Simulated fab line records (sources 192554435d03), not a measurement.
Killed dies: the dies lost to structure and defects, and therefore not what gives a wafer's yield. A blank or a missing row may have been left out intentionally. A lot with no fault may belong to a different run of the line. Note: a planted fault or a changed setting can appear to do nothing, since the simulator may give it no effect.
Split-lot study	flow n5Finfet	21 wafers read across 7 lots, on a route 1938 steps long

## THE SPLIT
At N5_BEOL_M0_ETCH_138 (etches SiCN in CH3F/O2, target depth 12 nm, time 31.6 s), the setting sourceW was moved away from the recipe's 395 W on 7 of the 21 wafers read, by -9.5% to +11.3%. The other wafers ran this setting at the recipe's value.

Reading taken at the split's own step.

## THE READING
rfVppV, in V, at N5_BEOL_M0_ETCH_138 (etches SiCN in CH3F/O2, target depth 12 nm, time 31.6 s). Fault-free wafers of this fab line usually give 297.1 V, standard deviation 2 V.

wafer	tool, chamber at the split	sourceW as run, W	against the recipe	rfVppV, V	against lot-mates on the recipe
L078.1	rieDiel-01, 0	395	recipe	295.5	-
L078.3	rieDiel-01, 2	395	recipe	294.3	-
L078.6	rieDiel-01, 1	395	recipe	295.1	-
L079.1	rieDiel-02, 0	357.5	-9.5%	310.1	+13.2
L079.3	rieDiel-02, 3	395	recipe	296.9	-
L079.6	rieDiel-02, 2	357.5	-9.5%	306.4	+9.5
L081.3	rieDiel-02, 1	395	recipe	300.8	-
L081.5	rieDiel-02, 2	395	recipe	297.0	-
L081.6	rieDiel-02, 3	439.8	+11.3%	285.6	-13.3
L088.1	rieDiel-02, 0	395	recipe	299.3	-
L088.3	rieDiel-02, 3	395	recipe	295.7	-
L088.4	rieDiel-02, 3	395	recipe	296.9	-
L090.2	rieDiel-02, 2	395	recipe	297.3	-
L090.4	rieDiel-02, 3	395	recipe	297.6	-
L090.5	rieDiel-02, 2	395	recipe	296.4	-
L092.1	rieDiel-01, 3	359.6	-9.0%	306.1	+11.4
L092.3	rieDiel-01, 0	395	recipe	294.7	-
L092.5	rieDiel-01, 3	359.6	-9.0%	306.5	+11.8
L095.1	rieDiel-01, 2	364.3	-7.8%	301.8	+4.8
L095.3	rieDiel-01, 3	395	recipe	297.0	-
L095.6	rieDiel-01, 3	364.3	-7.8%	304.6	+7.6

THE FIT
A straight line over all 21 wafers: rfVppV changes by -1.04 V for each +1% of sourceW; r = -0.95; the points scatter about the line by 1.8 V.
The same after taking each lot's own level away (the mean of its wafers on the recipe; 21 wafers): -1.14 V for each +1%; r = -0.97; scatter 1.5 V.
That fit puts the effect of the largest move of sourceW on the reading at 13 V.
From 294.70 to 298.90 V: that is the span of the lots' own levels, equal to 2.1 times the standard deviation above.
Consequently the slope shifts little with the lot-to-lot level, the two slopes agreeing.
Check: -12.9 V against its lot-mates is what the line predicts for one of the wafers moved furthest among these (+11.3%) when that wafer is left out of the fit. Against them it came out at -13.3 V.
Tool readings at the split's step, against how far the setting was moved: rfVppV r = -0.95.

## OTHER SPLITS ON THESE WAFERS
Note: prior to the reading, these wafers also went through further splits. Each is held against what the fit with the lots' levels taken away leaves over:
other split on the same wafers	wafers away from the commonest value	r with rfVppV (lot level and that fit taken away)
N5_BEOL_M0_SAQP_PECVD_00 timeS	8	+0.10
N5_BEOL_M0_SAQP_PECVD_97 timeS	8	+0.34

## FILE'S OWN FIT
rfVppV changes by -1.14 V for each +1% of sourceW, r = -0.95.
